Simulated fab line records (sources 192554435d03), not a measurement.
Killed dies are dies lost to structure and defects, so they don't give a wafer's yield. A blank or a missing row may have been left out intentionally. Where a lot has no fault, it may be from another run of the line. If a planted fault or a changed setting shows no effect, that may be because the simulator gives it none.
The same fault as seen by 2 desks	flow n5Finfet	numbers are kept per desk, each desk with only its own; the story behind them comes last

## THE TOOL OWNER'S DESK: lithoTrack-04
The tool's own readings at N5_SD_EPI_P_COAT_03 (resist thk 150 nm): means of the sampled wafers that have a number, for each lot that ran on this tool. If a lot's mean is further than 4 standard deviations from the usual mean, the lot is out of limits and carries the mark OUT (the distance appears in the brackets).
Columns: A = dispensePressureKPa at N5_SD_EPI_P_COAT_03, usual 52 kPa; B = spinSpeedRpm at N5_SD_EPI_P_COAT_03, usual 1499.9 rpm
lot	first seen here	A	B
L900	day 3 03:56	46	1500.0
L916	day 7 05:17	46	1436.3 (-78) OUT
L917	day 7 11:09	46	1435.4 (-79) OUT
L919	day 7 22:49	46	1437.5 (-76) OUT
This desk's verdict: out of limits on L916, L917, L919, starting with L916 at day 7 05:17 (spinSpeedRpm at N5_SD_EPI_P_COAT_03). Within limits: L900.

## FROM THE METROLOGY DESK
Means of the sampled wafers that have a number, per lot and without regard to the tool the lot ran on: this is what the gauges read. If a lot's mean is further than 4 standard deviations from the usual mean, the lot is out of limits and carries the mark OUT (the distance appears in the brackets). Of its 10 readings 7 are shown: those that lie furthest out on some lot.
Columns: A = DIBL_P at N5_BEOL_M4_RC_MEAS_101, usual 36.4 mV/V; B = IOFF_P at N5_BEOL_M4_RC_MEAS_101, usual 0.21 nA/um; C = ION_N at N5_BEOL_M4_RC_MEAS_101, usual 680 uA/um; D = ION_P at N5_BEOL_M4_RC_MEAS_101, usual 465 uA/um; E = SS_N at N5_BEOL_M4_RC_MEAS_101, usual 71.5 mV/dec; F = VT_N at N5_BEOL_M4_RC_MEAS_101, usual 249 mV; G = VT_P at N5_BEOL_M4_RC_MEAS_101, usual -250 mV
lot	first seen here	A	B	C	D	E	F	G
L900	day 8 11:57	34.2	0.16	673	457	71.2	253	-256
L916	day 12 04:27	35.4	0.18	671	461	70.6	253	-253
L917	day 12 09:44	36.9	0.20	673	465	71.4	251	-249
L919	day 13 08:54	35.0	0.22	682	466	71.7	247	-251
L923	day 13 21:28	36.3	0.23	676	465	71.5	250	-248
This desk's finding: nothing out of limits on any of the 5 lots.

## TAKEN TOGETHER
The tool owner's desk could have raised an alarm at day 7 05:17, on L916, L917, L919.
Metrology desk: nothing out of limits seen.
The metrology desk has L916, L917, L919 on record, within its limits.
Of the lots named, all ran N5_SD_EPI_P_COAT_03 on lithoTrack-04.

## WHAT THE SIMULATOR PUT IN
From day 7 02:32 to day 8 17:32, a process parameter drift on lithoTrack-04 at N5_SD_EPI_P_COAT_03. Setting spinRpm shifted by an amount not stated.
Lots struck among those shown: L916, L917, L919.
Delay in hours, fault start to first out-of-limits reading, by desk: the tool owner's desk at 3.
